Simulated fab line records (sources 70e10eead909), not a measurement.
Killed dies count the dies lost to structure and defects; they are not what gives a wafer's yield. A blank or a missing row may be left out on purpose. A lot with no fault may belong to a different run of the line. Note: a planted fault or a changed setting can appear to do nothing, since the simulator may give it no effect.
A struck lot beside a sound one / flow nand harc / 16 out of 1159 route steps
Sound: the wafers L408.2, L408.3, L408.4. Struck: wafer L416.6 (L416.1, L416.5, from the same lot, were not struck and are left out); the cause is given at the end.
Each step with rows lists, per side, the tool, then ch with its chambers, then its first start. Under that, the readings that differ: sound wafers / struck wafers / difference of the means / sigmas: that difference in standard deviations of wafers without a fault.
alike: readings whose means differ by less than 2 such deviations, and words and numbers that are the same on both sides. not compared: withheld readings, readings that some wafer has no value for, bounds like >300 that may hide the same value, and numbers for which the record gives no deviation and whose values overlap.
The two part at a step that has a row with sigmas, a row that says differs or no value, or rows on one side only. Numbers that don't overlap but have no deviation are shown without sigmas and don't part them. A reading missing from all wafers of one side parts the sides only when that side holds two or more wafers.

NHARC_P_M2_INSPECT_11:
  sound: defect inspect-02 at day 9 04:42; struck: defect inspect-02 at day 10 13:37
  alike: raw defect count
then, 1 step without rows for these wafers: NHARC_P_M2_DESCUM_14 (chemistry O2, time 3 s).
NHARC_P_M2_ETCH_35: etches the open film in N2/H2, target depth 40 nm, overetch 12 nm, time 43.94 s.
  sound on rie diel-04 ch 0,1,3, day 9 04:50; struck on rie diel-04 ch 0, day 10 13:46
reading=rf fwd power W (W); sound=394.6 399.3 397.0; struck=393.4; difference=-3.6; sigmas=-2
  alike: drypump motor current A, h2 flow sccm, oes product au, rf vpp V, showerhead plenum p Torr, throttle valve pct
  not compared: rf hours counter h
NHARC_P_M2_ETCH_15: etches the open film in C4F8/Ar, target depth 182.5 nm, time 91.2 s.
  sound: rie diel-04 ch 0,1,3; struck: rie diel-04 ch 1
  alike: oes product au, rf fwd power W, rf vpp V
  not compared: rf hours counter h
NHARC_P_M2_CD_MEAS_16:
  sound: cd sem-01 at day 9 05:04; struck: cd sem-01 at day 10 13:59
  alike: cd nm
NHARC_P_M2_STRIP_18: strips in N2/H2.
  sound on rie diel-04 ch 0,1,3, day 9 05:10; struck on rie diel-13 ch 2, day 10 14:08
  alike: drypump motor current A, h2 flow sccm, oes product au, rf fwd power W, rf vpp V, showerhead plenum p Torr, throttle valve pct
  not compared: rf hours counter h
then, 2 steps without rows for these wafers: NHARC_P_M2_ETCH_28 (etches the open film in CF4/N2, target depth 30 nm, time 72.99 s); NHARC_P_M2_STRIP_19 (strips in post etch residue remover, time 600 s).
NHARC_P_M2_DEGAS_29: time 60 s.
  sound: pvd sputter-02 at day 9 05:47; struck: pvd sputter-03 at day 10 14:46
reading=susceptor temp C (C); sound=- - -; struck=249.97; difference=no value on the sound wafers; sigmas=
  alike: heater power w
then, 1 step without rows for these wafers: NHARC_P_M2_PRE_CLEAN_30 (time 30 s).
NHARC_P_M2_PVD_20: deposits TaN, target thk 5 nm, time 8.06 s.
  sound on pvd sputter-02; struck on pvd sputter-03
  alike: throttle valve pct
then, 1 step without rows for these wafers: NHARC_P_M2_PVD_21 (deposits Cu, target thk 30 nm, time 20.49 s).
NHARC_P_M2_ECD_22: material Cu, target thk 400 nm.
  sound on ecd cu-02 ch 0,1, day 9 06:08; struck on ecd cu-02 ch 0,1, day 10 15:10
then, 1 step without rows for these wafers: NHARC_P_M2_ANNEAL_31 (time 90 s).
NHARC_P_M2_CMP_23: polishes, t overpolish 20 s, target thk 144.3 nm.
  sound on cmp-02 ch 0,1,2, day 9 06:51; struck on cmp-04 ch 0, day 10 15:52
reading=motor current A (A); sound=13.4 12.8 11.4; struck=10.5; difference=-2.0; sigmas=-2
reading=retaining ring pressure frac; sound=1.003 0.989 0.998; struck=1.012; difference=+0.015; sigmas=+3
reading=time to endpoint s (s); sound=25.7 25.7 25.4; struck=16.9; difference=-8.7; sigmas=-5
NHARC_P_M2_THK_MEAS_24: measures by xrf.
  sound: film metro-01 at day 9 07:10; struck: film metro-02 at day 10 16:08
  alike: thk nm

== WHERE THEY PART ==
Earliest at NHARC_P_M2_ETCH_35; latest, in this record, at NHARC_P_M2_CMP_23. Later steps at which nothing parts them and some readings are alike: NHARC_P_M2_THK_MEAS_24.

WHY: what had been put in by the simulator
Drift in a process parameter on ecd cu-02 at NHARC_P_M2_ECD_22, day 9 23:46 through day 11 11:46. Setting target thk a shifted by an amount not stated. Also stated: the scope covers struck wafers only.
